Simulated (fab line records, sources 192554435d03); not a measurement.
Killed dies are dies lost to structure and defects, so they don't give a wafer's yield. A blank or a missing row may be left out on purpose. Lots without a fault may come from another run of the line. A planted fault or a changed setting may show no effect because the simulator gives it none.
Chamber matching | flow n5_finfet | N5_FIN_CUT_CUT_ETCH_28 on rie_si-06: 4 sister chambers
The step etches Si in HBr/Cl2/O2, target depth 6 nm, time 2.4 s. 4 wafers are shown with their chamber, then 8 later ones without.

WAFERS WITH THEIR CHAMBER
wafer  | chamber | drypump_motor_current_A (A)
L088.2 | 3       | 5.0
L092.5 | 1       | 6.0
L092.6 | 2       | 4.9
L093.1 | 0       | 5.6

WAFERS WITHOUT THEIR CHAMBER
wafer  | drypump_motor_current_A (A)
L093.4 | 6.0
L093.5 | 6.0
L094.1 | 5.6
L094.5 | 5.6
L094.6 | 5.1
L097.1 | 6.0
L097.2 | 5.6
L097.3 | 4.9

WHICH CHAMBER EACH WENT THROUGH
wafer  | from the rows above | in truth
L093.4 | 1                   | 1
L093.5 | 1                   | 1
L094.1 | 0                   | 0
L094.5 | 0                   | 0
L094.6 | 3                   | 3
L097.1 | 1                   | 1
L097.2 | 0                   | 0
L097.3 | 2                   | 2
Placed correctly: 8 of 8. Can't be placed from these rows: 0. Placed wrongly: 0.
How it was worked out, from the rows above alone: a wafer's distance from a chamber is the root of the sum, over the readings, of the square of ((its reading less the chamber's mean) divided by the reading's scatter). The wafer belongs to the nearest chamber; if the next one is less than 2 further off, it can't be placed. A chamber's mean is the mean of its shown wafers. The scatter: with one shown wafer a chamber, the root of the mean of the squares of how far each hidden wafer lies from its nearest shown one.
